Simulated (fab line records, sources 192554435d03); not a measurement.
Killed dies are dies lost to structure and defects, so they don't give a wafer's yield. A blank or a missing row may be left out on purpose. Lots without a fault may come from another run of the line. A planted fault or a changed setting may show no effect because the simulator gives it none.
Which tool did it? | flow n5_finfet | 10 lots, 30 wafers sampled, at 2 steps of a route of 1938

WHAT THE GAUGES READ, wafer by wafer
N5_MIM_BOT_LITHO_OVL_MEAS_11. Usual: MIM_BOT_OVL -4 nm, standard deviation 5.
lot  | measured     | on         | MIM_BOT_OVL (nm) | flag
L153 | day 11 21:49 | overlay-02 | -4 -3 -10        |
L156 | day 12 20:23 | overlay-02 | -2 -4 -5         |
L158 | day 13 11:16 | overlay-02 | -1 -1 -6         |
L166 | day 15 06:44 | overlay-02 | 2 7 12           |
L164 | day 15 06:54 | overlay-01 | -3 -14 1         |
L167 | day 15 10:59 | overlay-02 | -4 -13 -8        |
L170 | day 16 09:34 | overlay-02 | -6 -9 1          |
L168 | day 16 16:20 | overlay-01 | -6 -8 -5         |
L172 | day 17 08:00 | overlay-01 | -2 2 -4          |
L175 | day 18 04:20 | overlay-01 | -4 -3 -2         |

N5_MIM_BOT_LITHO_INSPECT_12: inspects for defects (macro). Usual: raw_defect_count 2.1, standard deviation 1.4.
lot  | measured     | on                | raw_defect_count | flag
L153 | day 11 21:50 | defect_inspect-02 | 2 1 5            |
L156 | day 12 20:24 | defect_inspect-01 | 2 4 2            |
L158 | day 13 11:17 | defect_inspect-02 | 3 7 1            |
L166 | day 15 06:46 | defect_inspect-02 | 1 1 0            |
L164 | day 15 06:55 | defect_inspect-02 | 0 0 0            |
L167 | day 15 11:00 | defect_inspect-01 | 3 2 1            |
L170 | day 16 09:35 | defect_inspect-01 | 1 3 2            |
L168 | day 16 16:22 | defect_inspect-01 | 1 1 3            |
L172 | day 17 08:01 | defect_inspect-01 | 3 3 4            |
L175 | day 18 04:21 | defect_inspect-02 | 2 5 3            |

WHICH TOOL RAN EACH LOT (tool, then ch and the chambers of the sampled wafers, then the start)
The record holds no process step before these readings.

WHAT THE TOOLS THEMSELVES READ (means of the sampled wafers that have a number; where no wafer has one, the mark that the record gives instead)
The record holds no such reading with a usual standard deviation.

THE ANSWER, worked out from the rows above alone
Rule: a lot is off if the mean of its wafers that have a number lies more than 3 standard deviations from the usual mean. A lot without any number at a reading at which 4 lots or more have one is off too. The other lots that the step has rows for count as sound. The gauges are gone through in route order, then the tools' own readings, and for those a lot's mean is taken as printed above. The first step at which some lot is off is used, and at that step the reading that is off furthest; a lot without a number counts as furthest.
No lot is off at any reading shown: from this, nothing can be told.

WHAT THE SIMULATOR HAD PUT IN
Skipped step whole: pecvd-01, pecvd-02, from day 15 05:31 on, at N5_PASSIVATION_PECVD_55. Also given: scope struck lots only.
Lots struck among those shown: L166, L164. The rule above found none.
